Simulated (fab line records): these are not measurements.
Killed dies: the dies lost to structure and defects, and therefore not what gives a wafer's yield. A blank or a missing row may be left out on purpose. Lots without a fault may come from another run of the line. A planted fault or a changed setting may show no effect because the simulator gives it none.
What tool caused it? | flow nand_harc | 14 lots with 42 wafers sampled at 4 steps, on a route of 1302 steps

WHAT THE GAUGES READ, wafer by wafer
No reading from a measuring or inspecting step in the record can be judged against a usual standard deviation.

EACH LOT AND THE TOOL THAT RAN IT (in order: tool; ch and the chambers of the sampled wafers; start)
lot  | NHARC_A_STAIRCASE_TRIM_202                    | NHARC_A_STAIRCASE_ETCH_225         | NHARC_A_STAIRCASE_ETCH_230     | NHARC_A_STAIRCASE_TRIM_233
L738 | rie_diel-04 ch 1,2,3, day 16 08:20 or earlier | rie_diel-09 ch 0,3, day 16 08:20   | rie_diel-04 ch 1,2,3, no start | rie_diel-04 ch 0,1,2, no start
L739 | rie_diel-01 ch 0,1,3, day 16 20:47 or earlier | rie_diel-01 ch 1,2,3, day 16 20:47 | rie_diel-09 ch 1,3, no start   | rie_diel-09 ch 0,1,3, no start
L740 | rie_diel-09 ch 0,2,3, day 16 20:59 or earlier | rie_diel-09 ch 0,2,3, day 16 20:59 | rie_diel-09 ch 0,2,3, no start | rie_diel-09 ch 1,2,3, no start
L743 | rie_diel-01 ch 0,1,2, day 18 16:05 or earlier | rie_diel-01 ch 0,2, day 18 16:05   | rie_diel-01 ch 0,1,3, no start | rie_diel-01 ch 0,2,3, no start
L741 | rie_diel-09 ch 0,2,3, day 18 16:38 or earlier | rie_diel-04 ch 0,1,3, day 18 16:38 | rie_diel-09 ch 0,1,2, no start | rie_diel-09 ch 0,2,3, no start
L750 | rie_diel-01 ch 0,1,2, day 20 14:30 or earlier | rie_diel-04 ch 0,1,2, day 20 14:30 | rie_diel-09 ch 0,2,3, no start | rie_diel-09 ch 0,1,3, no start
L751 | rie_diel-01 ch 0,1,3, day 21 23:38 or earlier | rie_diel-01 ch 1,3, day 21 23:38   | rie_diel-01 ch 2,3, no start   | rie_diel-01 ch 0,1,2, no start
L752 | rie_diel-09 ch 0,2,3, day 22 10:37 or earlier | rie_diel-04 ch 1,2,3, day 22 10:37 | rie_diel-09 ch 1,2, no start   | rie_diel-09 ch 0,2,3, no start
L754 | rie_diel-04 ch 0,1,3, day 23 02:23 or earlier | rie_diel-04 ch 0,1, day 23 02:23   | rie_diel-04 ch 0,2, no start   | rie_diel-04 ch 0,1, no start
L757 | rie_diel-01 ch 0,1,3, day 24 20:09 or earlier | rie_diel-09 ch 2,3, day 24 20:09   | rie_diel-04 ch 0,2,3, no start | rie_diel-04 ch 0,2,3, no start
L758 | rie_diel-04 ch 0,2,3, day 25 08:49 or earlier | rie_diel-04 ch 0,1,2, day 25 08:49 | rie_diel-09 ch 0,1,2, no start | rie_diel-09 ch 0,1,3, no start
L760 | rie_diel-09 ch 1,2,3, day 25 10:32 or earlier | rie_diel-01 ch 0,1,2, day 25 10:32 | rie_diel-09 ch 1,2,3, no start | rie_diel-09 ch 0,1,3, no start
L759 | rie_diel-09 ch 1,2,3, day 25 16:31 or earlier | rie_diel-09 ch 0,1,3, day 25 16:31 | rie_diel-09 ch 1,2, no start   | rie_diel-09 ch 1,3, no start
L761 | rie_diel-09 ch 0,3, day 26 13:46 or earlier   | rie_diel-09 ch 0,2,3, day 26 13:46 | rie_diel-04 ch 1,2, no start   | rie_diel-04 ch 0,3, no start
- NHARC_A_STAIRCASE_TRIM_202: chemistry O2, time 211.2 s.
- NHARC_A_STAIRCASE_ETCH_225: etches the open film in C4F8/O2, target depth 100 nm, time 40.5 s.
- NHARC_A_STAIRCASE_ETCH_230: etches the open film in C4F8/O2, target depth 100 nm, time 40.5 s.
- NHARC_A_STAIRCASE_TRIM_233: chemistry O2, time 211.2 s.

AS READ BY THE TOOLS THEMSELVES (means over the sampled wafers that have a number; for cases with no such wafer, the mark the record gives instead)
NHARC_A_STAIRCASE_TRIM_202.
lot  | tool        | drypump_motor_current_A (A) | oes_product_au (a.u.) | rf_vpp_V (V) | showerhead_plenum_p_Torr (Torr) | throttle_valve_pct (%)
L738 | rie_diel-04 | 5.8                         | 1.000                 | 58.4         | 3.60                            | 17.043
L739 | rie_diel-01 | 5.5                         | 1.009                 | 58.5         | 3.58                            | 17.034
L740 | rie_diel-09 | 5.9                         | 1.010                 | 57.8         | 3.52                            | 17.033
L743 | rie_diel-01 | 5.7                         | 0.999                 | 57.3         | 3.66                            | 17.042
L741 | rie_diel-09 | 5.9                         | 1.006                 | 58.2         | 3.51                            | 17.030
L750 | rie_diel-01 | 5.7                         | 1.000                 | 58.3         | 3.66                            | 17.028
L751 | rie_diel-01 | 5.5                         | 1.002                 | 57.9         | 3.56                            | 17.045
L752 | rie_diel-09 | 5.9                         | 1.011                 | 58.3         | 3.50                            | 17.034
L754 | rie_diel-04 | 5.6                         | 0.992                 | 57.5         | 3.57                            | 17.034
L757 | rie_diel-01 | 5.5                         | 1.002                 | 57.8         | 3.55                            | 17.038
L758 | rie_diel-04 | 5.7                         | 0.993                 | 57.7         | 3.51                            | 17.040
L760 | rie_diel-09 | 6.0                         | 1.007                 | 57.2         | 3.57                            | 17.031
L759 | rie_diel-09 | 6.0                         | 1.006                 | 58.1         | 3.57                            | 17.027
L761 | rie_diel-09 | 5.9                         | 0.997                 | 57.8         | 3.52                            | 17.032

NHARC_A_STAIRCASE_ETCH_225.
lot  | tool        | bias_w (W) | chamber_pressure_mTorr (mTorr) | oes_product_au (a.u.) | rf_vpp_V (V)
L738 | rie_diel-09 | 1001.3     | 24.985                         | 0.942                 | 894
L739 | rie_diel-01 | 1004.6     | 24.990                         | 0.940                 | 896
L740 | rie_diel-09 | 1001.4     | 25.016                         | 0.954                 | 897
L743 | rie_diel-01 | -          | -                              | -                     | -
L741 | rie_diel-04 | -          | -                              | -                     | -
L750 | rie_diel-04 | 997.3      | 25.005                         | 0.927                 | 899
L751 | rie_diel-01 | 999.5      | 24.994                         | 0.939                 | 895
L752 | rie_diel-04 | 999.6      | 25.002                         | 0.938                 | 898
L754 | rie_diel-04 | 997.9      | 24.991                         | 0.939                 | 899
L757 | rie_diel-09 | 1002.3     | 25.003                         | 0.948                 | 897
L758 | rie_diel-04 | 1000.3     | 25.003                         | 0.945                 | 899
L760 | rie_diel-01 | 1001.9     | 25.032                         | 0.945                 | 900
L759 | rie_diel-09 | 998.5      | 24.980                         | 0.964                 | 895
L761 | rie_diel-09 | 998.6      | 25.009                         | 0.932                 | 894

NHARC_A_STAIRCASE_ETCH_230.
lot  | tool        | bias_w (W) | chamber_pressure_mTorr (mTorr) | oes_product_au (a.u.) | rf_vpp_V (V)
L738 | rie_diel-04 | 1003       | 25.013                         | 0.968                 | 897
L739 | rie_diel-09 | 1002       | 25.028                         | 0.932                 | 900
L740 | rie_diel-09 | 998        | 25.016                         | 0.945                 | 895
L743 | rie_diel-01 | 1002       | 24.978                         | 0.939                 | 897
L741 | rie_diel-09 | 1000       | 24.995                         | 0.983                 | 894
L750 | rie_diel-09 | 1000       | 24.999                         | 0.950                 | 895
L751 | rie_diel-01 | 1001       | 25.002                         | 0.940                 | 896
L752 | rie_diel-09 | 997        | 24.983                         | 0.957                 | 897
L754 | rie_diel-04 | 998        | 24.999                         | 0.940                 | 898
L757 | rie_diel-04 | 1000       | 24.991                         | 0.954                 | 896
L758 | rie_diel-09 | 1001       | 24.999                         | 0.927                 | 893
L760 | rie_diel-09 | 999        | 25.019                         | 0.975                 | 897
L759 | rie_diel-09 | 1003       | 24.983                         | 0.950                 | 896
L761 | rie_diel-04 | 1001       | 25.019                         | 0.935                 | 901

NHARC_A_STAIRCASE_TRIM_233.
lot  | tool        | drypump_motor_current_A (A) | oes_product_au (a.u.) | rf_vpp_V (V) | showerhead_plenum_p_Torr (Torr) | throttle_valve_pct (%)
L738 | rie_diel-04 | 5.4                         | 0.994                 | 57.6         | 3.64                            | 17.026
L739 | rie_diel-09 | 6.2                         | 1.003                 | 58.7         | 3.54                            | 17.043
L740 | rie_diel-09 | 6.0                         | 1.010                 | 58.2         | 3.61                            | 17.045
L743 | rie_diel-01 | 6.0                         | 1.005                 | 57.3         | 3.58                            | 17.043
L741 | rie_diel-09 | 5.9                         | 0.999                 | 57.8         | 3.51                            | 17.038
L750 | rie_diel-09 | 6.2                         | 0.989                 | 56.9         | 3.52                            | 17.031
L751 | rie_diel-01 | 5.7                         | 0.995                 | 57.4         | 3.65                            | 17.030
L752 | rie_diel-09 | 5.9                         | 1.005                 | 57.4         | 3.50                            | 17.040
L754 | rie_diel-04 | 5.2                         | 1.001                 | 57.3         | 3.66                            | 17.049
L757 | rie_diel-04 | 5.7                         | 1.000                 | 57.8         | 3.51                            | 17.030
L758 | rie_diel-09 | 6.2                         | 1.005                 | 57.0         | 3.50                            | 17.041
L760 | rie_diel-09 | 6.2                         | 1.010                 | 57.2         | 3.50                            | 17.039
L759 | rie_diel-09 | 6.0                         | 1.000                 | 58.3         | 3.61                            | 17.035
L761 | rie_diel-04 | 6.1                         | 0.987                 | 57.5         | 3.46                            | 17.041

THE ANSWER, worked out from the rows above alone
Rule: the usual values come from the lots themselves. The widest of any qualifying gaps counts: lots, ordered by their means at a reading, are off when they make up no more than a third of the lots, leave a main group of 4 or more, and stand apart from it by 3 or more times the standard deviation of that group's means. A main group is skipped when, at the precision printed for the reading in the tables above, its means are all equal. Also off: a lot with no number at a reading for which 4 or more lots have one. Where the step has rows for the other lots, those lots are counted as sound. The gauges are gone through in route order, then the tools' own readings, and for those a lot's mean is taken as printed above. At the first step where some lot is off, the reading lying furthest off is the one used; lots without a number count as furthest.
Off, at NHARC_A_STAIRCASE_ETCH_225 on bias_w: L743, L741. Without a number there: L743, L741. For the main group the mean is 1000.3 W and the standard deviation 2.
A tool fits if, at that step or a process step before it, it ran every lot that is off, and no sound lot after the first of them. NHARC_A_STAIRCASE_TRIM_202: start missing for some lots; hours and lot order therefore follow NHARC_A_STAIRCASE_ETCH_225. Of those tried, none fits.

WHAT THE SIMULATOR HAD PUT IN
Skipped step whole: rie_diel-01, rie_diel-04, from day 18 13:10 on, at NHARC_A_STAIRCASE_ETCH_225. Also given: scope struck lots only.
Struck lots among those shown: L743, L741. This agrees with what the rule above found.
